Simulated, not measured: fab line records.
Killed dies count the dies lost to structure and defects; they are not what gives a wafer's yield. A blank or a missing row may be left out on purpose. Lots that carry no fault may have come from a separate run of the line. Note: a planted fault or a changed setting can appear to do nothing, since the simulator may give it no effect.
Matching of chambers    flow n5Finfet    4 sister chambers for N5_HKMG_FIN_STRIP_90 on rieDiel-06
The step strips SOC in N2/H2, time 20 s. 8 wafers are shown with their chamber, then 7 later ones without.

== WAFERS WITH THEIR CHAMBER ==
wafer   chamber  drypumpMotorCurrentA (A)  showerheadPlenumPTorr (Torr)
L107.4  2        5.9                       3.30
L110.3  0        5.8                       3.30
L110.6  0        5.8                       3.30
L115.2  3        6.2                       3.23
L115.5  3        6.1                       3.23
L115.6  1        6.0                       3.37
L122.3  1        6.0                       3.36
L122.5  2        5.9                       3.29

== WAFERS WHOSE CHAMBER IS MISSING ==
wafer   drypumpMotorCurrentA (A)  showerheadPlenumPTorr (Torr)
L122.6  6.0                       3.36
L124.2  6.0                       3.36
L124.3  5.9                       3.28
L124.5  6.0                       3.36
L125.1  5.8                       3.29
L125.3  6.0                       3.36
L125.6  5.8                       3.29

== CHAMBER TAKEN BY EACH ==
wafer   from the rows above      in truth
L122.6  1                        1
L124.2  1                        1
L124.3  can't be placed: 2 or 0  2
L124.5  1                        1
L125.1  can't be placed: 0 or 2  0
L125.3  1                        1
L125.6  can't be placed: 0 or 2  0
4 of 7 placed correctly. Cannot be placed on the basis of these rows: 3; the candidates contain the true chamber in 3. 0 placed wrongly.
How it was worked out, from the rows above alone: a wafer's distance from a chamber is the root of the sum, over the readings, of the square of ((its reading less the chamber's mean) divided by the reading's scatter). If the next closest chamber is less than 2 further off than the closest, the wafer can't be placed; otherwise it belongs to the closest. A chamber's mean is the mean of its shown wafers. The scatter: the root of (the sum of the squares of (reading less its chamber's mean) over the shown wafers, divided by (wafers less chambers)).
